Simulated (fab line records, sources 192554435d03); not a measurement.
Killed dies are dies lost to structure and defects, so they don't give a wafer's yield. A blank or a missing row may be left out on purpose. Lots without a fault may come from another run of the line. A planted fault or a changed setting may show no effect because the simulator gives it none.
fab line records | flow n5_finfet | part 2 of 2: steps 5 to 6 of 6
record lots=21 wafers=63 last_day=18
route steps=1938 shown BEOL_M14@1726 BEOL_M15@1813
lots that met no fault: from a run of the same line without faults
start_h: hours from the record's first day to the start of the lot's first wafer shown | wait_h: hours since the lot's step before | " the same as in the row above | L1.1+2: a row that stands for several wafers | - no value, or no start given | * or withheld: withheld | < > ~ a bound
route shown NAME@n: a module of which the file shows steps, and the number in the route of the first | usual: mean/standard deviation of fault-free wafers | same: alike in all rows | chamber/n: place in a boat | sites: the reading at each site | _std_site: their standard deviation | _edge_site: outer sites' mean less inner sites' | radius_mm: how far each site lies from the wafer's centre | mask NAME#n: copy n | behind: the tool/chamber that last shaped the wafer | hold: why the lot was held/for how many hours/how that ended | device: the transistor (n, p or np) that didn't switch | end of line: the same wafers' tests at the end of the route | a step without rows: its recipe alone | killed: dies lost to structure and defects at the first sort, not the wafer's yield | map: a wafer's dies, x killed, . not, _ none there
set.NAME: the setting as run; set.NAME@STEP: as run at that earlier step | model.NAME: the simulator's own value behind a step, which no gauge read
steps of the route over a sample of lots; a table a step, a row a wafer
services: from which hour (start_h, from the record's first day; less than 0 if before it) a tool's chamber was out of use, for how many hours, and why
## steps
# step N5_BEOL_M14_ETCH_38
# recipe chemistry=CF4/N2 target=SiCN target_depth_a=1065 taper_deg=2 time_s=120.6 ion_energy_ev=150 mask_material=SiO2 pressure_mtorr=40 source_w=430 bias_w=70 Ar_flow_sccm=100 cf4_flow_sccm=60 n2_flow_sccm=60
# usual drypump_motor_current_A=5.6/0.41 n2_flow_sccm=60.01/0.17 oes_product_au=0.81/0.075 rf_vpp_V=382.3/1.8 showerhead_plenum_p_Torr=2.21/0.069 throttle_valve_pct=15.42/0.28
# columns lot.wafer tool chamber start_h wait_h drypump_motor_current_A n2_flow_sccm oes_product_au rf_hours_counter_h rf_vpp_V showerhead_plenum_p_Torr throttle_valve_pct
L074.2 rie_diel-03 3 - - 5.7 59.67 0.93 24 383.4 2.26 15.56
L074.3 " 0 " " 5.1 60.03 0.82 68 380.5 2.15 15.48
L074.4 " 1 " " 5.5 60.10 0.93 6 381.0 2.17 15.08
L075.1 rie_diel-03 2 - - 5.7 60.04 0.83 57 384.5 2.34 15.10
L075.2 " 3 " " 5.7 60.02 0.92 26 384.4 2.25 15.57
L075.3 " 1 " " 5.6 60.10 0.93 8 380.9 2.17 15.10
L076.1 rie_diel-03 0 - - 5.1 60.22 0.83 71 380.0 2.15 15.47
L076.2 " 3 " " 5.7 60.21 0.92 26 384.0 2.25 15.58
L076.5 " 2 " " 5.7 60.05 0.84 - 385.7 2.34 15.13
L077.3 rie_diel-04 3 - - 5.5 60.16 0.86 63 383.9 2.23 14.99
L077.4 " 2 " " 5.7 60.07 0.82 76 382.7 2.23 15.02
L077.6 " 3 " " 5.5 60.00 0.86 - 382.5 2.23 14.99
L078.4 rie_diel-06 0 - - 5.5 60.12 0.70 231 381.2 2.18 15.47
L078.5 " 0 " " 5.5 60.01 0.70 - 381.9 2.18 15.45
L078.6 " 1 " " 5.3 59.94 0.73 - 380.3 2.11 15.78
L080.1 rie_diel-06 2 - - 5.0 59.99 0.77 127 380.4 2.14 15.68
L080.3 " 3 " " 6.5 59.86 0.69 242 383.8 2.26 15.71
L080.4 " 3 " " 6.5 59.98 0.68 - 383.6 2.26 15.71
L082.2 rie_diel-03 0 - - 5.1 60.38 0.81 84 381.4 2.14 15.49
L082.4 " 0 " " 5.0 60.17 0.82 - 380.5 2.14 15.49
L082.5 " 3 " " 5.7 60.06 0.89 - 383.2 2.25 15.61
L081.1 rie_diel-04 1 - - 5.7 59.76 0.87 44 383.1 2.25 15.26
L081.2 " 2 " " 5.7 60.05 0.82 88 381.5 2.23 15.00
L081.6 " 1 " " 5.7 59.82 0.87 - 384.4 2.25 15.27
L084.1 rie_diel-03 1 - - 5.5 60.16 0.88 25 380.3 2.16 15.13
L084.5 " 1 " " 5.6 59.80 0.87 - 381.9 2.16 15.11
L084.6 " 2 " " 5.7 59.94 0.82 - 383.5 2.33 15.13
L083.3 rie_diel-04 2 - - 5.7 60.09 0.81 90 382.5 2.23 15.03
L083.4 " 3 " " 5.5 59.79 0.83 79 381.1 2.23 15.01
L083.5 " 2 " " 5.7 60.09 0.80 - 383.1 2.23 15.04
L086.2 rie_diel-03 0 - - 5.1 60.33 0.80 98 382.4 2.14 15.54
L086.3 " 3 " " 5.7 60.18 0.88 52 382.9 2.25 15.63
L086.6 " 0 " " 5.1 60.05 0.79 - 380.4 2.14 15.50
L088.1 rie_diel-06 2 - - 5.0 60.45 0.76 151 379.7 2.13 15.73
L088.4 " 3 " " 6.5 60.00 0.97 - 383.8 2.26 15.22
L088.5 " 1 " " 5.3 59.93 0.72 - 379.3 2.10 15.84
L090.2 rie_diel-04 2 - - 5.7 59.91 0.79 104 383.2 2.22 15.05
L090.3 " 1 " " 5.8 60.04 0.86 60 383.4 2.24 15.31
L090.5 " 1 " " 5.7 59.76 0.86 - 383.8 2.24 15.31
L087.2 rie_diel-04 1 - - 5.8 60.25 0.86 61 383.0 2.24 15.29
L087.3 " 2 " " 5.7 59.94 0.79 105 382.3 2.22 15.05
L087.5 " 1 " " 5.8 60.10 0.85 - 384.9 2.24 15.30
L091.1 rie_diel-06 2 - - 4.9 59.98 0.75 153 380.8 2.13 15.72
L091.4 " 3 " " 6.5 59.65 0.95 - 383.6 2.26 15.22
L091.5 " 1 " " 5.3 59.98 0.71 - 380.7 2.10 15.84
L089.2 rie_diel-06 2 - - 5.0 60.07 0.75 157 379.7 2.12 15.74
L089.3 " 1 " " 5.3 59.86 0.71 204 379.3 2.10 15.86
L089.6 " 3 " " 6.5 59.76 0.95 - 383.5 2.25 15.24
L092.1 rie_diel-03 0 - - 5.1 60.04 0.79 108 380.6 2.14 15.54
L092.2 " 1 " " 5.5 60.36 0.85 44 381.0 2.16 15.17
L092.3 " 2 " " 5.7 60.11 0.80 90 385.1 2.32 15.19
L094.1 rie_diel-04 3 - - 5.5 59.91 0.82 102 382.9 2.22 15.07
L094.4 " 0 " " 5.4 59.95 0.76 129 385.3 2.30 15.76
L094.5 " 3 " " 5.5 60.13 0.82 - 382.3 2.22 15.07
L093.3 rie_diel-06 2 - - 5.0 60.10 0.74 164 379.4 2.12 15.76
L093.5 " 2 " " 4.9 60.52 0.75 - 380.4 2.12 15.75
L093.6 " 3 " " 6.5 60.14 0.93 - 383.1 2.25 15.25
L096.1 rie_diel-03 2 - - 5.7 60.06 0.79 101 385.2 2.32 15.20
L096.2 " 1 " " 5.6 59.92 0.83 56 380.4 2.15 15.19
L096.4 " 0 " " 5.1 60.07 0.78 121 380.7 2.13 15.58
L097.2 rie_diel-06 2 - - 5.0 60.01 0.73 176 379.8 2.12 15.77
L097.4 " 1 " " 5.3 60.07 0.69 223 380.7 2.09 15.89
L097.5 " 3 " " 6.5 59.81 0.90 - 382.9 2.25 15.28
# step N5_BEOL_M15_STRIP_37
# recipe chemistry=O2 power_w=600 temp_c=60 pressure_mtorr=30 rf_frequency_hz=6e+07 bias_power_w=0 overash_fraction=0.3 o2_flow_sccm=225
# usual drypump_motor_current_A=5.9/0.33 oes_product_au=0.81/0.086 rf_vpp_V=3.7/0.61 showerhead_plenum_p_Torr=2.10/0.044 throttle_valve_pct=16.64/0.26
# columns lot.wafer tool chamber start_h wait_h drypump_motor_current_A oes_product_au rf_hours_counter_h rf_vpp_V showerhead_plenum_p_Torr throttle_valve_pct
L074.2 rie_diel-01 2 - - 5.5 0.66 238 4.3 2.16 17.04
L074.3 " 3 " " 5.8 0.78 137 3.4 2.01 16.93
L074.4 " 3 " " 5.8 0.78 - 3.9 2.01 16.93
L075.1 rie_diel-02 1 - - 6.3 0.73 198 3.2 2.07 16.93
L075.2 " 0 " " 5.4 0.78 104 5.0 2.10 16.61
L075.3 " 3 " " 5.7 0.73 170 3.8 2.09 16.49
L076.1 rie_diel-01 0 - - 6.3 0.94 14 4.0 2.15 16.23
L076.2 " 2 " " 5.5 0.67 241 3.2 2.16 17.04
L076.5 " 2 " " 5.5 0.66 - 4.6 2.16 17.03
L077.3 rie_diel-01 1 - - 5.9 0.97 3 4.3 2.05 16.30
L077.4 " 3 " " 5.8 0.77 142 3.7 2.01 16.93
L077.6 " 1 " " 5.9 0.96 - 3.7 2.05 16.32
L078.4 rie_diel-02 2 - - 6.3 0.89 38 4.2 2.13 16.68
L078.5 " 0 " " 5.5 0.77 - 3.6 2.10 16.62
L078.6 " 1 " " 6.4 0.70 - 4.3 2.07 16.95
L080.1 rie_diel-02 3 - - 5.7 0.71 182 3.4 2.09 16.53
L080.3 " 0 " " 5.5 0.77 116 4.1 2.10 16.62
L080.4 " 2 " " 6.3 0.87 43 3.6 2.13 16.69
L082.2 rie_diel-02 3 - - 5.7 0.70 182 3.8 2.09 16.52
L082.4 " 2 " " 6.3 0.89 44 3.2 2.13 16.70
L082.5 " 0 " " 5.4 0.76 - 4.1 2.10 16.62
L081.1 rie_diel-01 3 - - 5.8 0.77 154 4.4 2.01 16.95
L081.2 " 0 " " 6.3 0.90 28 4.2 2.14 16.26
L081.6 " 0 " " 6.3 0.92 - 3.4 2.14 16.22
L084.1 rie_diel-05 3 - - 6.0 0.96 1 3.9 2.15 16.33
L084.5 " 3 " " 6.0 0.96 - 3.0 2.16 16.33
L084.6 " 0 " " 6.1 0.82 - 2.5 2.13 16.84
L083.3 rie_diel-02 2 - - 6.3 0.88 47 3.3 2.13 16.70
L083.4 " 0 " " 5.4 0.76 120 3.9 2.10 16.63
L083.5 " 0 " " 5.4 0.75 - 4.4 2.10 16.64
L086.2 rie_diel-02 2 - - 6.3 0.87 55 3.4 2.13 16.71
L086.3 " 0 " " 5.4 0.76 128 3.4 2.10 16.65
L086.6 " 0 " " 5.4 0.76 - 3.9 2.10 16.67
L088.1 rie_diel-05 2 - - 5.5 0.77 113 4.4 2.11 16.67
L088.4 " 1 " " 5.9 0.82 86 4.4 2.11 16.37
L088.5 " 0 " " 6.1 0.81 - 4.2 2.12 16.85
L090.2 rie_diel-05 2 - - 5.5 0.76 113 4.1 2.11 16.67
L090.3 " 0 " " 6.1 0.81 93 3.3 2.12 16.86
L090.5 " 1 " " 5.9 0.81 - 3.4 2.11 16.36
L087.2 rie_diel-01 1 - - 5.9 0.90 31 3.8 2.04 16.37
L087.3 " 3 " " 5.8 0.75 169 2.8 2.00 17.00
L087.5 " 0 " " 6.3 0.89 - 3.5 2.14 16.27
L091.1 rie_diel-05 0 - - 6.1 0.81 93 3.7 2.12 16.86
L091.4 " 3 " " 6.0 0.91 15 5.8 2.15 16.36
L091.5 " 3 " " 6.0 0.91 - 3.0 2.15 16.34
L089.2 rie_diel-05 1 - - 5.9 0.83 89 3.5 2.11 16.36
L089.3 " 2 " " 5.5 0.76 116 2.6 2.11 16.69
L089.6 " 1 " " 5.9 0.81 - 2.7 2.11 16.37
L092.1 rie_diel-01 0 - - 6.4 0.87 43 3.4 2.14 16.27
L092.2 " 3 " " 5.8 0.74 172 4.0 2.00 16.97
L092.3 " 1 " " 5.9 0.88 34 4.3 2.04 16.39
L094.1 rie_diel-05 3 - - 6.0 0.88 23 3.9 2.15 16.35
L094.4 " 2 " " 5.5 0.77 121 4.3 2.11 16.66
L094.5 " 1 " " 5.9 0.81 - 4.3 2.11 16.39
L093.3 rie_diel-02 1 - - 6.4 0.69 236 3.2 2.06 17.00
L093.5 " 0 " " 5.4 0.75 - 3.6 2.09 16.67
L093.6 " 1 " " 6.4 0.69 - 3.4 2.06 17.00
L096.1 rie_diel-02 2 - - 6.3 0.84 74 3.8 2.12 16.75
L096.2 " 0 " " 5.4 0.74 149 4.4 2.09 16.67
L096.4 " 0 " " 5.4 0.73 - 4.5 2.09 16.69
L097.2 rie_diel-05 2 - - 5.5 0.75 128 4.3 2.11 16.71
L097.4 " 0 " " 6.1 0.80 108 4.5 2.12 16.88
L097.5 " 0 " " 6.0 0.79 - 4.0 2.12 16.88
## services
# columns tool chamber start_h hours kind
rie_diel-06 3 226.21 11.0 repair
rie_diel-02 - 275.29 0.6 repair
rie_diel-03 2 276.78 12.1 repair
rie_diel-02 - 303.01 0.5 repair
rie_diel-01 0 311.36 5.4 repair
rie_diel-06 3 311.90 - clean
rie_diel-03 1 329.69 7.5 repair
rie_diel-03 3 332.74 11.1 repair
rie_diel-01 - 338.55 0.3 repair
rie_diel-06 0 338.64 15.8 repair
rie_diel-03 - 344.70 2.8 pm
rie_diel-02 2 361.69 4.1 repair
rie_diel-03 2 362.19 4.5 repair
rie_diel-04 1 374.84 12.1 repair
rie_diel-05 - 374.94 0.4 repair
rie_diel-02 3 376.49 1.6 repair
rie_diel-01 1 377.45 5.0 repair
rie_diel-01 3 382.03 6.1 repair
rie_diel-05 - 385.19 14.6 pm
rie_diel-04 2 388.69 8.6 repair
rie_diel-02 3 395.22 12.3 repair
rie_diel-01 2 400.15 2.8 repair
rie_diel-01 - 402.16 1.0 repair
rie_diel-03 0 407.62 12.5 repair
